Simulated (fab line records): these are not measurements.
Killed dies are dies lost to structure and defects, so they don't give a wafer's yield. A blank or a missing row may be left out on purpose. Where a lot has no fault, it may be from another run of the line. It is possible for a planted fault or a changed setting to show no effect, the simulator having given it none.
Comparing a struck lot with a sound one ; flow n5_finfet ; 37 steps out of a route of 1938
Sound: wafers L405.2, L405.3, L405.5. Struck: wafer L406.4 (L406.2, L406.6, from the same lot, were not struck and are left out); the cause is given at the end.
For every step that has rows: the tool of each side, followed by ch and its chambers, followed by its first start. Under that, the readings that differ: sound wafers ; struck wafers ; difference of the means ; sigmas: that difference in standard deviations of wafers without a fault.
alike: readings with means less than 2 such deviations apart, plus words and numbers identical on both sides. not compared: withheld readings, readings lacking a value on some wafer, bounds such as >300 that could conceal the same value, and numbers that have no deviation in the record and whose values overlap.
Wherever a step has rows on one side only, a row that says differs or no value, or a row with sigmas, the two part there. Numbers that have no deviation but don't overlap get no sigmas and don't part them. Lack of a reading on every wafer of one side parts them only where that side has two or more wafers.

first, 9 steps without rows for these wafers: N5_PMOS_HMC_CHANNEL_EPI_PRECLEAN_40 (cleans in DHF, time 30 s); N5_PMOS_HMC_CHANNEL_EPI_PRECLEAN_37 (cleans in O3/DIW, time 45 s); N5_PMOS_HMC_CHANNEL_EPI_PRECLEAN_24 (cleans in DHF, time 30 s); N5_PMOS_HMC_CHANNEL_EPI_SRD_25 (time 30 s); N5_PMOS_HMC_CHANNEL_EPI_EPI_26 (deposits Si from SiH4/H2, target thk 3.8 nm, time 22.7 s); N5_FIN_SAQP_PRECLEAN_42 (cleans in O3/DIW, time 60 s); N5_FIN_SAQP_PRECLEAN_00 (cleans in SC1, time 60 s); N5_FIN_SAQP_PRECLEAN_44 (cleans in SC2, time 45 s); N5_FIN_SAQP_SRD_01 (time 30 s).
N5_FIN_SAQP_ALD_61: deposits SiO2, target thk 4 nm, pulse time 1 s, purge time 2 s.
  sound on ald_sin-04 ch 0,1,2, day 4 14:47; struck on ald_sin-04 ch 2, day 4 20:29
reading;sound;struck;difference;sigmas
ald_cycles;43 43 43;27;-16;
heater_power_w (W);631 556 431;635;+96;+2
precursor_pulse_height_rel;0.977 0.997 1.022;0.948;-0.051;-2
model.SiO2_of_FIN_SAQP_ALD_61.thk_nm (nm);4.001 3.995 3.985;2.516;-1.478;
then, 24 steps without rows for these wafers: N5_FIN_SAQP_DENSIFY_62 (time 60 s); N5_FIN_SAQP_HM_DEP_03 (deposits SiNx from SiH4/NH3/N2, target thk 38 nm, time 33.6 s); N5_FIN_SAQP_PECVD_47 (deposits a-Si from SiH4/He, target thk 45 nm, time 36.3 s); N5_FIN_SAQP_PECVD_48 (deposits SiNx from SiH4/NH3/N2, target thk 25 nm, time 22.1 s); N5_FIN_SAQP_PECVD_06 (deposits a-Si from SiH4/He, target thk 60 nm, time 48.1 s); N5_FIN_SAQP_HM_DEP_72 (deposits SiO2 from SiH4/N2O, target thk 12 nm, time 7.2 s); N5_FIN_SAQP_COAT_49 (time 60 s, resist thk 100 nm); N5_FIN_SAQP_COAT_50 (time 60 s, resist thk 35 nm); N5_FIN_SAQP_COAT_10 (resist thk 90 nm); N5_FIN_SAQP_EBR_12; N5_FIN_SAQP_SOFTBAKE_11 (time 60 s); N5_FIN_SAQP_EXPOSE_13 (exposes mask FIN CORE, target cd 35.6 nm); N5_FIN_SAQP_PEB_14 (peb time 60 s); N5_FIN_SAQP_DEVELOP_15 (develop time 30 s); N5_FIN_SAQP_DESCUM_21 (chemistry O2, time 7.9 s); N5_FIN_SAQP_ETCH_51 (etches SiARC in CF4, target depth 45.5 nm, time 75.8 s); N5_FIN_SAQP_ETCH_52 (etches SOC in N2/H2, target depth 100 nm, overetch 20 nm, time 150 s); N5_FIN_SAQP_STRIP_53 (strips in N2/H2); N5_FIN_SAQP_HM_OPEN_73 (chemistry CHF3/O2, target SiO2, stops on a-Si, target depth 12 nm, time 16.8 s); N5_FIN_SAQP_STRIP_74 (strips in CHF3/O2); N5_FIN_SAQP_MANDREL_ETCH_22 (etches a-Si in HBr/Cl2, stops on SiNx, target depth 60 nm, bt time 10 s, time 30 s); N5_FIN_SAQP_STRIP_55 (strips in N2/H2); N5_FIN_SAQP_STRIP_23 (strips in SPM, time 750 s); N5_FIN_SAQP_SRD_66 (time 30 s).
N5_FIN_CUT_CUT_ETCH_27: etches SiO2 in CHF3/O2, target depth 4 nm, overetch 2 nm, time 4.9 s.
  sound on rie_diel-05 ch 1,2,3, day 4 22:32; struck on rie_diel-06 ch 0, day 5 06:51
reading;sound;struck;difference;sigmas
drypump_motor_current_A (A);5.8 6.1 5.6;4.9;-0.9;-2
oes_product_au (a.u.);0.59 0.58 0.55;0.45;-0.12;-3
throttle_valve_pct (%);19.02 18.55 18.97;19.43;+0.58;+2
model.etch.depth_nm (nm);4.001 3.995 3.985;2.516;-1.478;
  alike: rf_vpp_V, showerhead_plenum_p_Torr
  not compared: rf_hours_counter_h
N5_STI_FIN_REVEAL_STRIP_16: strips SiNx in H3PO4, target depth 23.8 nm.
  sound on wet_bench-04 ch 0,2,3, day 5 09:15; struck on wet_bench-06 ch 4, day 5 17:20
reading;sound;struck;difference;sigmas
model.SiO2_of_FIN_SAQP_ALD_61.thk_nm (nm);3.8 3.8 3.8;2.2;-1.6;
-- here the record skips 10 days between the struck wafers' starts before and after, leaving off in module STI_FIN_REVEAL and picking up in module PASSIVATION (first step shown: number 1936 of the route) --
N5_PASSIVATION_PROBE_49:
  only the struck wafers here have rows in the record (prober-01, day 15 17:31); the sound ones have none

WHERE THEY PART
Earliest at N5_FIN_SAQP_ALD_61; latest, in this record, at N5_PASSIVATION_PROBE_49.

WHY: what had been put in by the simulator
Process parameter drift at N5_FIN_SAQP_ALD_61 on ald_sin-04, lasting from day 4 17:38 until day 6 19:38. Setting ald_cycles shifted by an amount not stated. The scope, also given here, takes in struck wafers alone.
